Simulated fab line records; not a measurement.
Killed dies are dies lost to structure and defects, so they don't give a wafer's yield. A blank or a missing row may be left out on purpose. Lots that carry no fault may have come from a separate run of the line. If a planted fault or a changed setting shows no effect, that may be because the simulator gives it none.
One fault seen from 3 desks :: flow nand_harc :: every desk sees just its own numbers, and what lay behind them comes last

== AT THE METROLOGY DESK ==
What the gauges read for every lot (on any tool): the sampled wafers with a number, averaged. A lot is out of limits, marked OUT, if its mean lies more than 4 standard deviations from the usual mean; the brackets give that distance.
Columns: A = cd_nm at NHARC_P_M0_CD_MEAS_09, usual 90.1 nm
lot: L744
first seen here: day 6 12:47
A: 90.6

lot: L746
first seen here: day 7 11:55
A: 90.4

lot: L747
first seen here: day 7 19:38
A: 90.6

lot: L748
first seen here: day 8 00:48
A: 90.9

lot: L749
first seen here: day 8 16:48
A: 90.7

lot: L753
first seen here: day 10 07:54
A: 90.2

lot: L756
first seen here: day 12 03:47
A: 113.6 (+30) OUT

lot: L760
first seen here: day 13 04:12
A: 109.2 (+25) OUT

lot: L762
first seen here: day 13 18:58
A: 89.7

lot: L763
first seen here: day 14 09:29
A: 89.7

lot: L765
first seen here: day 15 00:05
A: 89.2
This desk's verdict: out of limits on L756, L760, starting with L756 at day 12 03:47 (cd_nm at NHARC_P_M0_CD_MEAS_09). L744, L746, L747, L748, L749, L753, L762, L763, L765: within limits.

== THE DEFECT DESK ==
Lot by lot, what the route's inspections counted, given as the mean of those sampled wafers with a number. A lot is out of limits, marked OUT, if its mean lies more than 4 standard deviations from the usual mean; the brackets give that distance.
Columns: A = raw_defect_count at NHARC_P_CONTACT_INSPECT_27, usual 292
lot: L744
first seen here: day 6 12:00
A: 225

lot: L746
first seen here: day 7 11:08
A: 279

lot: L747
first seen here: day 7 18:44
A: 257

lot: L748
first seen here: day 8 00:01
A: 350

lot: L749
first seen here: day 8 15:53
A: 184

lot: L753
first seen here: day 10 07:00
A: 224

lot: L756
first seen here: day 12 02:53
A: 301

lot: L760
first seen here: day 13 03:18
A: 167

lot: L762
first seen here: day 13 18:04
A: 263

lot: L763
first seen here: day 14 08:43
A: 544

lot: L765
first seen here: day 14 23:11
A: 271
Result from this desk: across the 11 lots, nothing is out of limits.

== THE TOOL OWNER'S DESK: arfi_scanner-02 ==
The tool's own readings at NHARC_P_M0_EXPOSE_06 (exposes mask P M0, target cd 90 nm): means of the sampled wafers that have a number, for each lot that ran on this tool. A lot is out of limits, marked OUT, if its mean lies more than 4 standard deviations from the usual mean; the brackets give that distance.
Columns: A = exposure_dose_mJ_cm2 at NHARC_P_M0_EXPOSE_06, usual 81.28
lot: L747
first seen here: day 7 19:30
A: 81.30

lot: L748
first seen here: day 8 00:40
A: 81.35

lot: L756
first seen here: day 12 03:39
A: 117.56 (+99 or more) OUT

lot: L760
first seen here: day 13 04:04
A: 110.34 (+99 or more) OUT
This desk's verdict: out of limits on L756, L760, starting with L756 at day 12 03:39 (exposure_dose_mJ_cm2 at NHARC_P_M0_EXPOSE_06). L747, L748: within limits.

== BROUGHT TOGETHER ==
The tool owner's desk had the chance to raise an alarm at day 12 03:39 on L756, L760.
At day 12 03:47 the metrology desk could have sounded an alarm, on L756, L760.
Nothing the defect desk looked at was out of limits.
The defect desk has L756, L760 on record, within its limits.
On arfi_scanner-02, each named lot ran NHARC_P_M0_EXPOSE_06.

== WHAT THE SIMULATOR HAD PUT IN ==
Process parameters drifting: arfi_scanner-02 at NHARC_P_M0_EXPOSE_06, beginning at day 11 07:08. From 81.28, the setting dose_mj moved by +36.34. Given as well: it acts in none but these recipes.
Lots struck among those shown: L756, L760.
Fault start to first reading out of limits, in hours, per desk: tool owner, 21; metrology, 21.
